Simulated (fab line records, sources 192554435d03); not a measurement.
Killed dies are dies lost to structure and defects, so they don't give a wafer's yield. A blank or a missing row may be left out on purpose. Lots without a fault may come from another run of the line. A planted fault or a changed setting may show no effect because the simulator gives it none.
Chamber matching | flow n5_finfet | N5_FIN_SAQP_PECVD_06 on pecvd-04: 3 sister chambers
The step deposits a-Si from SiH4/He, target thk 60 nm, time 48.1 s. 6 wafers are shown with their chamber, then 9 later ones without.

WAFERS WITH THEIR CHAMBER
wafer  | chamber | heater_power_w (W) | throttle_valve_pct (%)
L087.1 | 1       | 676                | 18.0
L087.2 | 0       | 793                | 18.2
L087.5 | 2       | 834                | 18.4
L088.1 | 1       | 634                | 17.9
L088.5 | 2       | 875                | 18.5
L088.6 | 0       | 828                | 18.3

WAFERS WITHOUT THEIR CHAMBER
wafer  | heater_power_w (W) | throttle_valve_pct (%)
L092.2 | 761                | 18.2
L092.3 | 665                | 18.0
L092.6 | 664                | 18.0
L093.2 | 904                | 18.5
L093.5 | 781                | 18.6
L093.6 | 661                | 18.0
L096.3 | 672                | 18.0
L096.4 | 824                | 18.1
L096.5 | 666                | 18.1

WHICH CHAMBER EACH WENT THROUGH
wafer  | from the rows above     | in truth
L092.2 | 0                       | 0
L092.3 | 1                       | 1
L092.6 | 1                       | 1
L093.2 | 2                       | 2
L093.5 | can't be placed: 2 or 0 | 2
L093.6 | 1                       | 1
L096.3 | 1                       | 1
L096.4 | 0                       | 0
L096.5 | 1                       | 1
Placed correctly: 8 of 9. Can't be placed from these rows: 1 (the true chamber is among the candidates in 1). Placed wrongly: 0.
How it was worked out, from the rows above alone: a wafer's distance from a chamber is the root of the sum, over the readings, of the square of ((its reading less the chamber's mean) divided by the reading's scatter). The wafer belongs to the nearest chamber; if the next one is less than 2 further off, it can't be placed. A chamber's mean is the mean of its shown wafers. The scatter: the root of (the sum of the squares of (reading less its chamber's mean) over the shown wafers, divided by (wafers less chambers)).
